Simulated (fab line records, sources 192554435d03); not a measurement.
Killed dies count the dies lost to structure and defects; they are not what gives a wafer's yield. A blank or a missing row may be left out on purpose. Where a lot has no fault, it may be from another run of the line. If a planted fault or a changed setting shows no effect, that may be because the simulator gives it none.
Split-lot experiment	flow n5 finfet	21 wafers read from 7 lots, route of 1938 steps

== THE SPLIT ==
At N5_SPACER0_ALD_00 (deposits SiOCN, target thk 3.5 nm, pulse time 3 s, purge time 2 s), the setting ald cycles was moved away from the recipe's 58 on 8 of the 21 wafers read, by -12.1% to +13.8%. The other wafers ran this setting at the recipe's value.

The reading comes from the split's own step.

== THE READING ==
SiOCN_of_SPACER0_ALD_00.thk nm (the simulator's own value, which no gauge read), in nm, at N5_SPACER0_ALD_00 (deposits SiOCN, target thk 3.5 nm, pulse time 3 s, purge time 2 s). There is no usual value for it anywhere in the file. Average 3.6 nm, standard deviation 0.084 nm, over the 13 wafers here run with the recipe.

wafer	tool, chamber at the split	ald cycles as run	against the recipe	SiOCN_of_SPACER0_ALD_00.thk nm, nm	against lot-mates on the recipe
L080.2	ald sin-03, 2,3	58	recipe	3.6	-
L080.3	ald sin-03, 2,3	58	recipe	3.6	-
L080.5	ald sin-03, 0	51	-12.1%	3	-0.6
L082.1	ald sin-03, 0,3,1	58	recipe	3.6	-
L082.4	ald sin-03, 0,3,1	58	recipe	3.6	-
L082.6	ald sin-03, 0,3,1	58	recipe	3.6	-
L083.1	ald sin-03, 3,0	53	-8.6%	3.2	-0.4
L083.5	ald sin-03, 3,0	53	-8.6%	3.2	-0.4
L083.3	ald sin-03, 1	58	recipe	3.6	-
L090.4	ald sin-04, 3,2	52	-10.3%	3.2	-0.4
L090.6	ald sin-04, 3,2	52	-10.3%	3.2	-0.4
L090.5	ald sin-04, 1	58	recipe	3.6	-
L091.2	ald sin-04, 3	66	+13.8%	4	+0.6
L091.6	ald sin-04, 3	66	+13.8%	4	+0.6
L091.3	ald sin-04, 1	58	recipe	3.4	-
L092.1	ald sin-03, 1	58	recipe	3.4	-
L092.3	ald sin-03, 3	52	-10.3%	3.2	-0.3
L092.6	ald sin-03, 2	58	recipe	3.6	-
L096.1	ald sin-04, 0	58	recipe	3.4	-
L096.5	ald sin-04, 3,2	58	recipe	3.6	-
L096.6	ald sin-04, 3,2	58	recipe	3.6	-
Where a row lists several chambers, the file gives one row for several wafers and doesn't say which wafer went through which chamber.

THE FIT
A straight line over all 21 wafers: SiOCN_of_SPACER0_ALD_00.thk nm changes by +0.0358 nm for each +1% of ald cycles; r = +0.96; the points scatter about the line by 0.077 nm.
The same after taking each lot's own level away (the mean of its wafers on the recipe; 21 wafers): +0.0424 nm for each +1%; r = +0.98; scatter 0.065 nm.
According to that fit, moving ald cycles by its largest amount changes the reading by 0.58 nm.
From 3.40 to 3.60 nm: that is the span of the lots' own levels, equal to 2.4 times the standard deviation above.
Thus the slope moves with the lot-to-lot level: the two fits are different.
Check: with one of the wafers moved furthest among these (+13.8%) left out of the fit, the line predicts +0.584 nm for it against its lot-mates. Against them it came out at +0.6 nm.

== FURTHER SPLITS ON THESE WAFERS ==
Before the reading, these wafers also passed through other splits. Each is held against what the fit with the lots' levels taken away leaves over:
other split on the same wafers	wafers away from the commonest value	r with SiOCN_of_SPACER0_ALD_00.thk nm (lot level and that fit taken away)
N5_ZERO_LAYER_EXPOSE_08 dose mj	2	-0.11
N5_ZERO_LAYER_DEVELOP_10 develop time s	11	+0.06
N5_WELL_APT_PEB_23 peb temp c	7	-0.20
N5_WELL_APT_DESCUM_30 time s	5	+0.32
N5_DUMMY_GATE_CVD_03 temp c	6	+0.06
N5_DUMMY_GATE_COAT_28 spin rpm	7	+0.13

== THE FILE'S OWN FIT ==
SiOCN_of_SPACER0_ALD_00.thk nm changes by +0.042 nm for each +1% of ald cycles, r = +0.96.
